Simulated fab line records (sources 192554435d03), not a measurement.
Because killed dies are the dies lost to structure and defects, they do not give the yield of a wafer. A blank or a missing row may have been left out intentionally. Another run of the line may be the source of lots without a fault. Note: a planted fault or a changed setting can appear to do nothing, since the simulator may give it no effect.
Comparing a struck lot with a sound one ; flow n5 finfet ; 16 out of 1938 route steps
Sound: the wafers L844.1, L844.2, L844.4. Struck: wafer L852.4; the same lot's L852.6 was not struck, so it is left out; see the end for the cause.
Each step with rows lists, per side, the tool, then ch with its chambers, then its first start. Under that, the readings that differ: sound wafers ; struck wafers ; difference of the means ; sigmas: that difference in standard deviations of wafers without a fault.
alike: words and numbers the same on both sides, and readings whose means are apart by under 2 such deviations; not compared: readings that were withheld, readings missing a value for some wafer, numbers with overlapping values and no deviation given by the record, and bounds like >300 which may hide the same value.
A row with sigmas, a row that says differs or no value, or rows on one side alone: a step with any of these is where the two part. When numbers do not overlap yet have no deviation, they are printed without sigmas and do not part them. A reading that every wafer of one side lacks parts them only if that side has two wafers or more.

N5_BEOL_M0_SAQP_STRIP_75: strips in CF4.
  sound on rie diel-02 ch 1,2,3, day 6 12:19; struck on rie diel-06 ch 0, day 8 08:58
reading;sound;struck;difference;sigmas
rf hours counter h (h);116 157 126;81;-52;
  alike: drypump motor current A, oes product au, rf vpp V, showerhead plenum p Torr, throttle valve pct
then, 7 steps without rows for these wafers: N5_BEOL_M0_CUTY_COAT_50 (time 60 s, resist thk 15 nm); N5_BEOL_M0_CUTY_COAT_51 (resist thk 150 nm); N5_BEOL_M0_CUTY_EBR_52; N5_BEOL_M0_CUTY_SOFTBAKE_53 (time 60 s); N5_BEOL_M0_CUTY_EXPOSE_54 (exposes mask M0 ABLK); N5_BEOL_M0_CUTY_PEB_55 (peb time 60 s); N5_BEOL_M0_CUTY_DEVELOP_56 (develop time 30 s).
N5_BEOL_M0_CUTY_CD_MEAS_57: the cd target is 200 nm.
  sound on cd sem-02 ch 0, day 6 12:35; struck on cd sem-02 ch 0, day 8 09:16
reading;sound;struck;difference;sigmas
cd nm (nm);198.0 199.1 198.5;201.3;+2.8;+3
N5_BEOL_M0_CUTY_OVL_MEAS_58:
  sound on overlay-01 ch 0, day 6 12:38; struck on overlay-01 ch 0, day 8 09:17
  alike: M0_ABLK_OVL
N5_BEOL_M0_CUTY_INSPECT_59: inspects for defects (macro).
  sound: defect inspect-01 at day 6 12:39; struck: defect inspect-02 at day 8 09:19
  alike: raw defect count
N5_BEOL_M0_CUTY_DESCUM_61: chemistry O2, time 7.9 s.
  sound on rie diel-04 ch 2,3, day 6 12:41; struck on rie diel-01 ch 3, day 8 09:28
  alike: drypump motor current A, oes product au, rf vpp V, showerhead plenum p Torr, throttle valve pct
  not compared: rf hours counter h
N5_BEOL_M0_CUTY_ETCH_62: etches SiARC in CF4, time 58.5 s.
  sound on rie diel-04 ch 2,3, day 6 12:43; struck on rie diel-01 ch 3, day 8 09:31
reading;sound;struck;difference;sigmas
etch rf on time s (s);62.7 58.2 62.7;84.1;+22.9;+15
  alike: drypump motor current A, oes product au, rf vpp V, showerhead plenum p Torr, throttle valve pct
  not compared: rf hours counter h
N5_BEOL_M0_CUTY_ETCH_63: etches SOC in N2/H2, target depth 82.7 nm, overetch 16.5 nm, time 124 s.
  sound on rie diel-04 ch 2,3, day 6 12:46; struck on rie diel-01 ch 3, day 8 09:33
  alike: drypump motor current A, oes product au, rf vpp V, showerhead plenum p Torr, throttle valve pct
  not compared: rf hours counter h
-- record jumps: 5 days separate the struck wafers' starts on either side; left off in module BEOL_M0_CUTY, taken up again in module BEOL_M4, whose first shown step is the route's number 1111 --
N5_BEOL_M4_RC_MEAS_101:
  sound on prober-01 ch 0, day 11 17:25; struck on prober-02 ch 0, day 13 06:49
reading;sound;struck;difference;sigmas
DIBL_N (mV/V);34.8 35.0 37.5;28.1;-7.7;-3
DIBL_P (mV/V);35 36 37;29;-7;-2
ION_N (uA/um);678 658 675;629;-41;-3
ION_P (uA/um);470 462 458;443;-20;-2
SS_N (mV/dec);71.3 71.2 72.8;69.9;-1.9;-3
SS_P (mV/dec);73.5 73.7 74.1;71.6;-2.2;-2
VT_N (mV);251 250 248;261;+11;+3
VT_P (mV);-249 -244 -247;-260;-13;-4
  alike: IOFF_N, IOFF_P
-- the record jumps here: 4 days lie between the struck wafers' starts before and after (it left off in module BEOL_M4 and takes up again in module PASSIVATION, whose first step shown is number 1936 of the route) --
N5_PASSIVATION_PROBE_49:
  sound: prober-01 at day 15 23:07; struck: prober-01 at day 17 14:40
reading;sound;struck;difference;sigmas
sort_bin_8_speed (%);0 0 0;10.9;+10.9;+12
sort n pass;1085 1080 1113;976;-117;-6
sort yield pct (%);91.9 91.5 94.3;82.7;-9.9;-6
  alike: defect limited yield, killed_at_M0_to_M3, killed_at_M4_up, killed at contacts, killed at front end, killed at other, killed dies, killed open, killed short, sort_bin_4_leakage, sort_bin_5_function, sort_bin_6_memory

WHERE THEY PART
Last at N5_PASSIVATION_PROBE_49 as far as this record goes, first at N5_BEOL_M0_CUTY_CD_MEAS_57.

WHY: what had been put in by the simulator
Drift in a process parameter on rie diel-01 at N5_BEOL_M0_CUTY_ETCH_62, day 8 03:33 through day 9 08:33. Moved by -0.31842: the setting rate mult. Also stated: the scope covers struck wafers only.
